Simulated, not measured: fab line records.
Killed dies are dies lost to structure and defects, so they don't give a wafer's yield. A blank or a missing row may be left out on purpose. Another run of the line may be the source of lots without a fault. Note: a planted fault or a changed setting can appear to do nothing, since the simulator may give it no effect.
Chamber matching / flow n5_finfet / N5_BEOL_M14_ILD_DEP_00 on pecvd-01 has 3 sister chambers
The step deposits SiO2 from TEOS/O2, target thk 1119.3 nm, time 237.4 s. 3 wafers are shown with their chamber, then 12 later ones without.

== WAFERS PAIRED WITH THEIR CHAMBERS ==
wafer=L088.1; chamber=2; heater_power_w (W)=431
wafer=L088.4; chamber=1; heater_power_w (W)=612
wafer=L088.5; chamber=0; heater_power_w (W)=614

== WAFERS WITH NO CHAMBER GIVEN ==
wafer=L090.3; heater_power_w (W)=388
wafer=L090.5; heater_power_w (W)=611
wafer=L090.6; heater_power_w (W)=441
wafer=L092.2; heater_power_w (W)=712
wafer=L092.4; heater_power_w (W)=782
wafer=L092.6; heater_power_w (W)=486
wafer=L093.1; heater_power_w (W)=646
wafer=L093.4; heater_power_w (W)=461
wafer=L093.6; heater_power_w (W)=702
wafer=L094.1; heater_power_w (W)=603
wafer=L094.2; heater_power_w (W)=426
wafer=L094.6; heater_power_w (W)=333

== WHICH CHAMBER EACH ONE RAN IN ==
wafer=L090.3; from the rows above=2; in truth=2
wafer=L090.5; from the rows above=can't be placed: 1 or 0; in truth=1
wafer=L090.6; from the rows above=2; in truth=2
wafer=L092.2; from the rows above=can't be placed: 0 or 1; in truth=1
wafer=L092.4; from the rows above=can't be placed: 0 or 1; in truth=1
wafer=L092.6; from the rows above=can't be placed: 2 or 1 or 0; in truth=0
wafer=L093.1; from the rows above=can't be placed: 0 or 1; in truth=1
wafer=L093.4; from the rows above=can't be placed: 2 or 1 or 0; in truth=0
wafer=L093.6; from the rows above=can't be placed: 0 or 1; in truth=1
wafer=L094.1; from the rows above=can't be placed: 1 or 0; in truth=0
wafer=L094.2; from the rows above=2; in truth=2
wafer=L094.6; from the rows above=2; in truth=2
4 of 12 placed correctly. From these rows, 8 cannot be placed; in 8 the true chamber is one of the candidates. 0 placed wrongly.
How it was worked out, from the rows above alone: a wafer's distance from a chamber is the root of the sum, over the readings, of the square of ((its reading less the chamber's mean) divided by the reading's scatter). If the next closest chamber is less than 2 further off than the closest, the wafer can't be placed; otherwise it belongs to the closest. Each chamber's mean is taken over the wafers shown for it. The scatter (one wafer shown for each chamber): square how far every hidden wafer sits from the nearest shown wafer, average those squares and take the square root.
